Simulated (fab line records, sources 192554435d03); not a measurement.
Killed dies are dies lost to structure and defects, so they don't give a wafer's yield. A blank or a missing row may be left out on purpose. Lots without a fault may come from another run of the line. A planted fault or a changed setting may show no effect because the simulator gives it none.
A struck lot beside a sound one | flow n5_finfet | 17 steps out of a route of 1938
Sound: wafers L182.2, L182.4, L182.5. Struck: wafer L193.2. (L193.5 of the same lot was not struck and is left out.) The cause comes at the end.
At each step with rows: each side's tool, then ch and its chambers, then its first start. Under that, the readings that differ: sound wafers | struck wafers | difference of the means | sigmas: that difference in standard deviations of wafers without a fault.
alike: readings whose means differ by less than 2 such deviations, and words and numbers that are the same on both sides. not compared: withheld readings, readings that some wafer has no value for, bounds like >300 that may hide the same value, and numbers for which the record gives no deviation and whose values overlap.
The two part at a step that has a row with sigmas, a row that says differs or no value, or rows on one side only. Numbers that don't overlap but have no deviation are shown without sigmas and don't part them. A reading that every wafer of one side lacks parts them only if that side has two wafers or more.

first, 9 steps without rows for these wafers: N5_BEOL_M7_COAT_63 (time 60 s, resist thk 60 nm); N5_BEOL_M7_COAT_64 (time 60 s, resist thk 12 nm); N5_BEOL_M7_COAT_71 (time 60 s, resist thk 5 nm); N5_BEOL_M7_COAT_22 (resist thk 30 nm); N5_BEOL_M7_EBR_24; N5_BEOL_M7_SOFTBAKE_23 (time 60 s); N5_BEOL_M7_EXPOSE_25 (exposes mask V6, target cd 40 nm); N5_BEOL_M7_PEB_26 (peb time 60 s); N5_BEOL_M7_DEVELOP_27 (develop time 30 s).
N5_BEOL_M7_CD_MEAS_28: target cd 40 nm.
  sound on cd_sem-03 ch 0, day 11 17:05; struck on cd_sem-02 ch 0, day 14 22:29
  reading    | sound             | struck | difference | sigmas
  cd_nm (nm) | 40.11 40.46 39.83 | 39.57  | -0.56      | -2
N5_BEOL_M7_OVL_MEAS_29:
  sound on overlay-01 ch 0, day 11 17:07; struck on overlay-01 ch 0, day 14 22:31
  alike: V6_OVL
N5_BEOL_M7_INSPECT_30: inspects for defects (brightfield).
  sound on defect_inspect-01, day 11 17:10; struck on defect_inspect-01, day 14 22:35
  alike: raw_defect_count
N5_BEOL_M7_DESCUM_33: chemistry O2, time 7 s.
  sound on rie_diel-06 ch 0,2,3, day 11 17:14; struck on rie_diel-03 ch 3, day 14 22:37
  reading                                      | sound      | struck | difference | sigmas
  model.CAR-EUV_of_BEOL_M7_COAT_22.thk_nm (nm) | 26 26 26.2 | 27.2   | +1.1       |
  alike: bias_power_w, drypump_motor_current_A, oes_product_au, rf_vpp_V, showerhead_plenum_p_Torr, throttle_valve_pct
  not compared: rf_hours_counter_h
N5_BEOL_M7_ETCH_72: etches underlayer in N2/H2, target depth 6.5 nm, time 5.2 s.
  sound on rie_diel-06 ch 0,2,3, day 11 17:17; struck on rie_diel-03 ch 3, day 14 22:39
  reading                  | sound      | struck | difference | sigmas
  model.BEOL_M7.cd_nm (nm) | 40 40 40.2 | 39.4   | -0.7       |
  alike: drypump_motor_current_A, etch_rf_on_time_s, oes_product_au, rf_vpp_V, showerhead_plenum_p_Torr, throttle_valve_pct
  not compared: rf_hours_counter_h
N5_BEOL_M7_ETCH_65: etches SiARC in CF4, target depth 15.6 nm, time 26 s.
  sound on rie_diel-06 ch 0,2,3, day 11 17:17; struck on rie_diel-03 ch 3, day 14 22:40
  reading                                      | sound      | struck | difference | sigmas
  model.CAR-EUV_of_BEOL_M7_COAT_22.thk_nm (nm) | 11 11 11.2 | 12.2   | +1.1       |
  alike: drypump_motor_current_A, etch_rf_on_time_s, oes_product_au, rf_vpp_V, showerhead_plenum_p_Torr, throttle_valve_pct
  not compared: rf_hours_counter_h
N5_BEOL_M7_ETCH_66: etches SOC in N2/H2, target depth 80 nm, overetch 16 nm, time 120 s.
  sound on rie_diel-06 ch 0,2,3, day 11 17:19; struck on rie_diel-03 ch 3, day 14 22:41
  alike: drypump_motor_current_A, oes_product_au, rf_vpp_V, showerhead_plenum_p_Torr, throttle_valve_pct
  not compared: rf_hours_counter_h
N5_PASSIVATION_PROBE_49:
  the record has rows for the sound wafers here (prober-01, day 15 01:31) and none for the struck ones

WHERE THEY PART
First at N5_BEOL_M7_CD_MEAS_28; last, within this record, at N5_PASSIVATION_PROBE_49.

WHY: what the simulator had put in
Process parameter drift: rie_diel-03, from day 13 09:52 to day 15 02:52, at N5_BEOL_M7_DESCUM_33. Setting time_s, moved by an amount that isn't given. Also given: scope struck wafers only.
